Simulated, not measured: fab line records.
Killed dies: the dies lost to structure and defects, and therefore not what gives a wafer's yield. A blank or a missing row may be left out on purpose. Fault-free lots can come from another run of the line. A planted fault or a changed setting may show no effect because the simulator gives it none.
fab line records	flow n5Finfet
[record] lots = 7	wafers = 18	lastDay = 18
route steps=1938 shown FIN_SAQP@106 BEOL_M4@1111 PASSIVATION@1936
lots that met no fault: taken from a fault-free run of the same line
startH: start of the lot's first displayed wafer, in hours after the record's first day	waitH: time in hours since the lot's previous step	" the same as in the row above	L1.1+2: one row covering several wafers at once	- no value, or no start was given	* or withheld: withheld	< > ~ a bound
route shown NAME@n: a module of which the file shows steps, and the number in the route of the first	usual: the fault-free wafers' mean and standard deviation	same: alike in all rows	chamber/n: place in a boat	sites: readings site by site	_std_site: their standard deviation	_edge_site: the outer-site mean with the inner-site mean subtracted	radiusMm: how far each site lies from the wafer's centre	mask NAME#n: copy n	behind: tool/chamber where the wafer was last shaped	hold: why the lot went on hold/how many hours it stayed there/how the hold came to an end	device: transistor that didn't switch, given as n, p or np	end of line: the route-end tests of the same wafers	step lacking rows: just its recipe	killed: at the first sort, the dies lost to defects and structure; wafer yield is something else	map: dies across one wafer; x = killed, . = not, _ = none there
set.NAME: setting as actually run; set.NAME@STEP: the setting as run at that earlier step	model.NAME: the simulator's own value behind a step, which no gauge read
lots at some steps of the route; a table a step, a row a wafer
services: a tool's chamber out of use, with start hour (startH, from the record's first day; less than 0 if before it), hours out, and reason
[[steps]]
[step N5_FIN_SAQP_EBR_12]
[recipe] solvent = PGMEA	ebrWidthMm = 1.5
[step N5_FIN_SAQP_SOFTBAKE_11]
[recipe] tempC = 110	timeS = 60	resist = CAR-ArF
[step N5_FIN_SAQP_EXPOSE_13]
[recipe] maskId = FIN_CORE	na = 1.35	sourceShape = dipole	sigmaInner = 0.538	sigmaOuter = 0.738	polarization = te	targetCdNm = 35.6	doseMj = 63.25
[step N5_FIN_SAQP_PEB_14]
[recipe] pebTempC = withheld	pebTimeS = 60	resist = CAR-ArF
[step N5_FIN_SAQP_DEVELOP_15]
[recipe] developTimeS = 30	developer = TMAH	resist = CAR-ArF	devTempC = 23	rinseLiquid = diw	dry = airSpin
[step N5_FIN_SAQP_CD_MEAS_16]
[recipe] targetCdNm = 35.6	landingEnergyEv = 500	detector = seInlens
[usual] cdNm = 35.6/0.31
lot.wafer	tool	chamber	startH	waitH	cdNm
L300.2	cdSem-02	0	57.90	-	36.4
L300.4	"	0	"	"	35.8
L300.5	"	0	"	"	36.0
L303.2	cdSem-02	0	75.76	-	35.5
L303.3	"	0	"	"	35.1
L303.6	"	0	"	"	35.3
L307.1	cdSem-01	0	100.46	-	35.8
L307.2	"	0	"	"	35.2
L310.4	cdSem-02	0	118.17	-	35.6
L310.6	"	0	"	"	35.6
L311.4	cdSem-01	0	124.90	-	35.7
L311.6	"	0	"	"	35.5
L313.1	cdSem-01	0	137.15	-	35.9
L313.3	"	0	"	"	35.4
L313.4	"	0	"	"	36.1
L317.2	cdSem-02	0	162.94	-	35.7
L317.3	"	0	"	"	35.2
L317.4	"	0	"	"	35.6
[step N5_FIN_SAQP_OVL_MEAS_17]
[recipe] pointsPerWafer = 44
[usual] FIN_CORE_OVL = 0.6/0.8
lot.wafer	tool	chamber	startH	waitH	FIN_CORE_OVL[nm]
L300.2	overlay-01	0	57.93	0.0	0.6
L300.4	"	0	"	"	-0.1
L300.5	"	0	"	"	-0.9
L303.2	overlay-01	0	75.81	0.0	0.4
L303.3	"	0	"	"	0.0
L303.6	"	0	"	"	1.3
L307.1	overlay-01	0	100.50	0.0	0.3
L307.2	"	0	"	"	0.0
L310.4	overlay-02	0	118.20	0.0	2.3
L310.6	"	0	"	"	1.3
L311.4	overlay-01	0	124.94	0.0	0.7
L311.6	"	0	"	"	2.0
L313.1	overlay-01	0	137.19	0.0	1.1
L313.3	"	0	"	"	0.6
L313.4	"	0	"	"	0.2
L317.2	overlay-01	0	162.98	0.0	0.1
L317.3	"	0	"	"	-0.9
L317.4	"	0	"	"	-0.6
[step N5_FIN_SAQP_INSPECT_18]
[recipe] mode = adi	inspectInstrument = brightfield
[usual] rawDefectCount = 429/120
lot.wafer	tool	chamber	startH	waitH	rawDefectCount
L300.2	defectInspect-01	-	57.96	0.0	378
L300.4	"	-	"	"	445
L300.5	"	-	"	"	427
L303.2	defectInspect-02	-	75.83	0.0	313
L303.3	"	-	"	"	430
L303.6	"	-	"	"	347
L307.1	defectInspect-02	-	100.52	0.0	301
L307.2	"	-	"	"	444
L310.4	defectInspect-02	-	118.23	0.0	453
L310.6	"	-	"	"	332
L311.4	defectInspect-01	-	124.96	0.0	374
L311.6	"	-	"	"	576
L313.1	defectInspect-02	-	137.21	0.0	400
L313.3	"	-	"	"	363
L313.4	"	-	"	"	403
L317.2	defectInspect-01	-	163.01	0.0	421
L317.3	"	-	"	"	332
L317.4	"	-	"	"	330
[step N5_FIN_SAQP_DESCUM_21]
[recipe] chemistry = O2	timeS = 7.9	sourcePowerW = 50	biasPowerW = 20	pressureMtorr = 20	rfFrequencyHz = 2.712e+07	tempC = 40	resist = CAR-ArF	o2FlowSccm = 225
[usual] drypumpMotorCurrentA = 5.9/0.52	oesProductAu = 0.79/0.065	rfVppV = 243.2/1.2	showerheadPlenumPTorr = 2.10/0.059	throttleValvePct = 20.41/0.28
lot.wafer	tool	chamber	startH	waitH	drypumpMotorCurrentA	oesProductAu	rfHoursCounterH	rfVppV	showerheadPlenumPTorr	throttleValvePct
L300.2	rieDiel-02	3	58.00	0.0	5.7	0.75	160	241.9	2.11	20.71
L300.4	"	1	"	"	6.7	0.89	33	244.7	2.22	19.97
L300.5	"	3	"	"	5.7	0.75	-	242.6	2.11	20.69
L303.2	rieDiel-06	0	76.12	0.3	5.8	0.71	187	241.8	1.98	20.56
L303.3	"	1	"	"	5.5	0.72	149	242.0	2.01	20.84
L303.6	"	2	"	"	4.9	0.71	-	244.2	2.16	20.76
L307.1	rieDiel-02	2	100.56	0.0	6.1	0.82	79	244.8	2.11	20.33
L307.2	"	3	"	"	5.7	0.74	173	241.0	2.11	20.71
L310.4	rieDiel-02	3	118.37	0.1	5.7	0.73	181	241.9	2.10	20.73
L310.6	"	0	"	"	5.7	0.81	-	243.9	2.10	20.45
L311.4	rieDiel-02	1	125.07	0.1	6.7	0.86	57	245.5	2.21	20.01
L311.6	"	3	"	"	5.7	0.74	-	244.7	2.10	20.73
L313.1	rieDiel-05	2	137.28	0.1	6.3	0.72	186	243.7	2.08	20.73
L313.3	"	1	"	"	6.6	0.77	101	243.5	2.12	20.07
L313.4	"	3	"	"	5.5	0.87	37	241.7	2.05	20.32
L317.2	rieDiel-05	2	163.19	0.2	6.2	0.73	191	242.0	2.08	20.74
L317.3	"	1	"	"	6.6	0.77	105	243.6	2.11	20.06
L317.4	"	1	"	"	6.6	0.77	-	243.7	2.11	20.07
[step N5_FIN_SAQP_ETCH_51]
[recipe] chemistry = CF4	target = SiARC	targetDepthA = 455	maskMaterial = CAR-ArF	timeS = 75.8	ionEnergyEv = 80	pressureMtorr = 40	sourceW = 545	biasW = 36	Ar_flow_sccm = 100	cf4FlowSccm = 100	ends = cleared
[usual] drypumpMotorCurrentA = 5.9/0.52	etchRfOnTimeS = 76.4/1.9	oesProductAu = 0.68/0.052	rfVppV = 184.2/1.1	showerheadPlenumPTorr = 2.15/0.062	throttleValvePct = 15.58/0.25
lot.wafer	tool	chamber	startH	waitH	drypumpMotorCurrentA	etchRfOnTimeS	oesProductAu	rfHoursCounterH	rfVppV	showerheadPlenumPTorr	throttleValvePct
L300.2	rieDiel-02	3	58.04	0.0	5.7	74.8	0.64	160	184.0	2.15	15.73
L300.4	"	1	"	"	6.7	75.5	0.75	33	185.8	2.28	15.25
L300.5	"	3	"	"	5.7	73.5	0.65	-	184.5	2.15	15.73
L303.2	rieDiel-06	0	76.15	0.0	5.8	77.4	0.60	187	182.4	2.03	15.82
L303.3	"	1	"	"	5.5	76.8	0.63	149	182.2	2.06	15.92
L303.6	"	2	"	"	4.9	79.1	0.59	-	184.3	2.22	15.98
L307.1	rieDiel-02	2	100.59	0.0	6.1	79.3	0.68	79	184.6	2.16	15.52
L307.2	"	3	"	"	5.7	75.4	0.64	173	183.4	2.14	15.77
L310.4	rieDiel-02	3	118.41	0.0	5.7	74.2	0.63	181	183.5	2.14	15.79
L310.6	"	0	"	"	5.7	74.2	0.69	-	184.1	2.15	15.63
L311.4	rieDiel-02	1	125.11	0.0	6.7	76.1	0.72	57	185.2	2.27	15.31
L311.6	"	3	"	"	5.7	74.5	0.63	-	185.5	2.14	15.80
L313.1	rieDiel-05	2	137.32	0.0	6.3	77.4	0.61	186	184.7	2.14	15.94
L313.3	"	1	"	"	6.7	78.9	0.66	101	185.9	2.16	15.23
L313.4	"	3	"	"	5.4	78.2	0.73	37	183.6	2.09	15.38
L317.2	rieDiel-05	2	163.22	0.0	6.2	78.2	0.61	191	181.9	2.14	15.95
L317.3	"	1	"	"	6.7	78.8	0.66	106	185.5	2.16	15.27
L317.4	"	1	"	"	6.7	78.7	0.67	-	183.5	2.16	15.26
[step N5_FIN_SAQP_ETCH_52]
[recipe] chemistry = N2/H2	target = SOC	targetDepthA = 1000	overetchA = 200	maskMaterial = SiARC	tempC = 40	timeS = 150	ionEnergyEv = 200	pressureMtorr = 30	sourceW = 840	biasW = 150	n2FlowSccm = 200	h2FlowSccm = 200	ends = endPoint
[usual] drypumpMotorCurrentA = 5.9/0.52	oesProductAu = 0.71/0.052	rfVppV = 524.0/2.1	showerheadPlenumPTorr = 2.55/0.073	throttleValvePct = 17.76/0.3
lot.wafer	tool	chamber	startH	waitH	drypumpMotorCurrentA	oesProductAu	rfHoursCounterH	rfVppV	showerheadPlenumPTorr	throttleValvePct
L300.2	rieDiel-02	3	58.09	0.0	5.7	0.67	160	524.6	2.52	17.82
L300.4	"	1	"	"	6.7	0.78	33	527.9	2.69	17.26
L300.5	"	3	"	"	5.7	0.67	-	522.4	2.52	17.82
L303.2	rieDiel-06	0	76.21	0.0	5.7	0.65	187	521.6	2.42	18.07
L303.3	"	1	"	"	5.5	0.67	149	520.4	2.44	18.21
L303.6	"	2	"	"	4.9	0.64	-	527.8	2.64	18.19
L307.1	rieDiel-02	2	100.65	0.0	6.1	0.73	79	524.3	2.58	17.79
L307.2	"	3	"	"	5.7	0.66	173	523.1	2.51	17.84
L310.4	rieDiel-02	3	118.46	0.0	5.7	0.66	181	523.6	2.51	17.86
L310.6	"	0	"	"	5.7	0.72	-	525.1	2.54	17.71
L311.4	rieDiel-02	1	125.16	0.0	6.7	0.76	57	527.5	2.68	17.30
L311.6	"	3	"	"	5.7	0.65	-	523.8	2.51	17.87
L313.1	rieDiel-05	2	137.38	0.0	6.3	0.65	186	524.0	2.54	18.30
L313.3	"	1	"	"	6.7	0.71	101	523.9	2.56	17.41
L313.4	"	3	"	"	5.5	0.78	37	522.9	2.49	17.70
L317.2	rieDiel-05	2	163.28	0.0	6.3	0.65	191	523.0	2.54	18.30
L317.3	"	1	"	"	6.7	0.71	106	525.8	2.56	17.44
L317.4	"	1	"	"	6.7	0.70	-	524.9	2.56	17.44
[step N5_FIN_SAQP_STRIP_53]
[recipe] chemistry = N2/H2	tempC = 40	n2FlowSccm = 200	h2FlowSccm = 200	rfFrequencyHz = 6e+07
[step N5_FIN_SAQP_HM_OPEN_73]
[recipe] chemistry = CHF3/O2	target = SiO2	stopOn = a-Si	targetDepthA = 120	overEtchFrac = 1.8	maskMaterial = SOC	timeS = 16.8	pressureMtorr = 30	sourceW = 650	biasW = 170	Ar_flow_sccm = 200	CHF3_flow_sccm = 50	O2_flow_sccm = 5	ionEnergyEv = 200	ends = endPoint
[usual] drypumpMotorCurrentA = 5.9/0.51	oes_ar_750_au = 0.79/0.058	oesProductAu = 0.48/0.036	rfVppV = 529/10	showerheadPlenumPTorr = 2.42/0.072	throttleValvePct = 18.83/0.24
lot.wafer	tool	chamber	startH	waitH	drypumpMotorCurrentA	oes_ar_750_au	oesProductAu	rfHoursCounterH	rfVppV	showerheadPlenumPTorr	throttleValvePct	model.SiARC_of_FIN_SAQP_COAT_50.thkNm
L300.2	rieDiel-02	3	58.20	0.0	5.7	0.77	0.46	160	520	2.42	18.98	5.011
L300.4	"	1	"	"	6.7	0.89	0.53	33	517	2.57	18.52	5.53
L300.5	"	3	"	"	5.7	0.78	0.45	-	521	2.42	18.99	4.97
L303.2	rieDiel-06	0	76.31	0.0	5.8	0.72	0.44	187	508	2.29	19.01	5.904
L303.3	"	1	"	"	5.5	0.73	0.44	149	542	2.31	19.16	4.473
L303.6	"	2	"	"	4.9	0.70	0.44	-	533	2.51	19.27	5.754
L307.1	rieDiel-02	2	100.76	0.0	6.1	0.80	0.49	79	532	2.43	18.74	11.66
L307.2	"	3	"	"	5.7	0.76	0.44	173	520	2.41	19.01	5.126
L310.4	rieDiel-02	3	118.57	0.0	5.7	0.75	0.44	181	521	2.41	19.01	11.16
L310.6	"	0	"	"	5.7	0.80	0.48	-	543	2.42	18.85	3.896
L311.4	rieDiel-02	1	125.27	0.0	6.8	0.85	0.53	57	516	2.56	18.56	11.63
L311.6	"	3	"	"	5.7	0.75	0.44	-	521	2.41	19.02	4.725
L313.1	rieDiel-05	2	137.48	0.0	6.3	0.73	0.44	186	520	2.41	19.17	5.487
L313.3	"	1	"	"	6.6	0.79	0.48	101	535	2.45	18.53	5.46
L313.4	"	3	"	"	5.5	0.87	0.53	37	532	2.36	18.67	5.15
L317.2	rieDiel-05	2	163.39	0.0	6.2	0.73	0.44	191	521	2.41	19.17	5.573
L317.3	"	1	"	"	6.7	0.78	0.47	106	535	2.45	18.53	5.528
L317.4	"	1	"	"	6.7	0.78	0.48	-	535	2.45	18.55	5.423
[step N5_FIN_SAQP_STRIP_74]
[recipe] chemistry = CHF3/O2	resist = SiARC	rfFrequencyHz = 6e+07
[step N5_BEOL_M4_RC_MEAS_101]
[usual] DIBL_N = 36.3/2	DIBL_P = 36.3/2.4	IOFF_N = 0.16/0.034	IOFF_P = 0.21/0.035	ION_N = 672/12	ION_P = 459/6.5	SS_N = 71.6/0.67	SS_P = 73.3/0.71	VT_N = 250/3.5	VT_P = -251/3
lot.wafer	tool	chamber	startH	waitH	DIBL_N[mV/V]	DIBL_P[mV/V]	IOFF_N[nA/um]	IOFF_P[nA/um]	ION_N[uA/um]	ION_P[uA/um]	SS_N[mV/dec]	SS_P[mV/dec]	VT_N[mV]	VT_P[mV]
L300.2	prober-01	0	200.65	0.2	33.3	34.2	0.12	0.17	661	459	70.4	72.8	255	-254
L300.4	"	0	"	"	36.5	36.6	0.17	0.21	681	462	71.0	73.9	248	-250
L300.5	"	0	"	"	32.1	32.3	0.10	0.15	662	454	70.0	72.3	256	-254
L303.2	prober-02	0	242.64	0.2	40.5	39.7	0.23	0.25	679	456	72.6	73.8	246	-248
L303.3	"	0	"	"	39.3	38.1	0.19	0.21	682	453	72.3	73.6	247	-253
L303.6	"	0	"	"	38.8	38.8	0.19	0.22	686	465	72.7	73.6	247	-251
L307.1	prober-01	0	261.26	0.0	39.2	41.3	0.21	0.29	671	462	72.9	74.2	249	-248
L307.2	"	0	"	"	38.7	40.3	0.22	0.28	682	465	73.0	75.1	249	-242
L311.4	prober-02	0	293.75	0.5	39.2	39.7	0.19	0.25	688	469	72.0	74.3	246	-248
L311.6	"	0	"	"	38.6	39.2	0.18	0.24	676	461	71.6	73.6	247	-246
L310.4	prober-02	0	303.42	0.5	33.7	33.8	0.12	0.17	669	471	70.9	71.8	252	-251
L310.6	"	0	"	"	36.4	36.4	0.15	0.20	660	458	71.6	73.0	250	-249
L313.1	prober-02	0	308.21	0.0	37.4	37.5	0.17	0.20	680	459	71.4	73.3	249	-252
L313.3	"	0	"	"	37.2	36.5	0.17	0.19	679	454	72.1	73.0	249	-252
L313.4	"	0	"	"	35.2	35.1	0.14	0.17	676	457	71.1	73.0	249	-256
L317.2	prober-01	0	326.54	0.2	38.5	39.2	0.23	0.26	693	467	72.8	73.9	242	-247
L317.3	"	0	"	"	37.8	38.4	0.23	0.26	685	459	72.2	73.7	243	-247
L317.4	"	0	"	"	38.6	39.4	0.23	0.26	686	460	71.8	74.3	244	-245
[step N5_PASSIVATION_PROBE_49]
[usual] defectLimitedYield = 91.4/1.5	killed_at_M0_to_M3 = 33/11	killed_at_M4_up = 14/5.3	killedAtContacts = 13/6.2	killedAtFrontEnd = 39/13	killedAtOther = 3.1/2.8	killedDies = 102/17	killedOpen = 68/13	killedShort = 32/7.8	sort_bin_5_function = 5.1/0.95	sort_bin_6_memory = 3.2/0.7	sortNPass = 1078/18	sortYieldPct = 91.3/1.5
[same] grossDies = 1180	killedAtBackSide = 0	sort_bin_4_leakage[%] = 0	sort_bin_8_speed[%] = 0
lot.wafer	tool	chamber	startH	waitH	defectLimitedYield[%]	killed_at_M0_to_M3	killed_at_M4_up	killedAtContacts	killedAtFrontEnd	killedAtOther	killedDies	killedOpen	killedShort	sort_bin_5_function[%]	sort_bin_6_memory[%]	sortNPass	sortYieldPct[%]
L303.6	prober-02	-	343.13	0.3	94.0	26	11	7	18	9	71	41	27	3.7	1.9	1109	94.0
// killed by level:class
L303.6 BEOL_M3:geometricParticle:open=7 BEOL_M2:geometricParticle:open=7 BEOL_M0_SAQP:geometricParticle:short=6 BEOL_M5:geometricParticle:open=6 STI_FIN_REVEAL:geometricParticle:open=5 MOL_CONTACT_COAG:geometricParticle:open=5 PAD_METAL:geometricParticle:short=4 STARTING-WAFER:geometricParticle:short=4
[[services]]
tool	chamber	startH	hours	kind
rieDiel-06	2	44.84	12.4	repair
rieDiel-02	1	96.54	4.5	repair
rieDiel-05	3	102.56	2.6	repair
rieDiel-06	2	122.85	3.9	repair
rieDiel-06	0	138.95	18.3	repair
rieDiel-05	-	146.10	14.6	pm
rieDiel-05	0	161.45	14.5	repair
[[key]]
firstSign none at tools or gauges
[modelEffect] step = N5_FIN_SAQP_HM_OPEN_73	value = SiARC_of_FIN_SAQP_COAT_50.thkNm	without = 5.54	struck = 11.49
metAt N5_FIN_SAQP_HM_OPEN_73
struckWafers L307.1,L310.4,L311.4
onsetBetween 58.20 100.76
[fault] kind = processParameterDrift	tool = rieDiel-02	chamber = -	onsetH = 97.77	steps = N5_FIN_SAQP_HM_OPEN_73	channel = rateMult	offset = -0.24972	shape = step	endH = 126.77	scope = struckWafersOnly
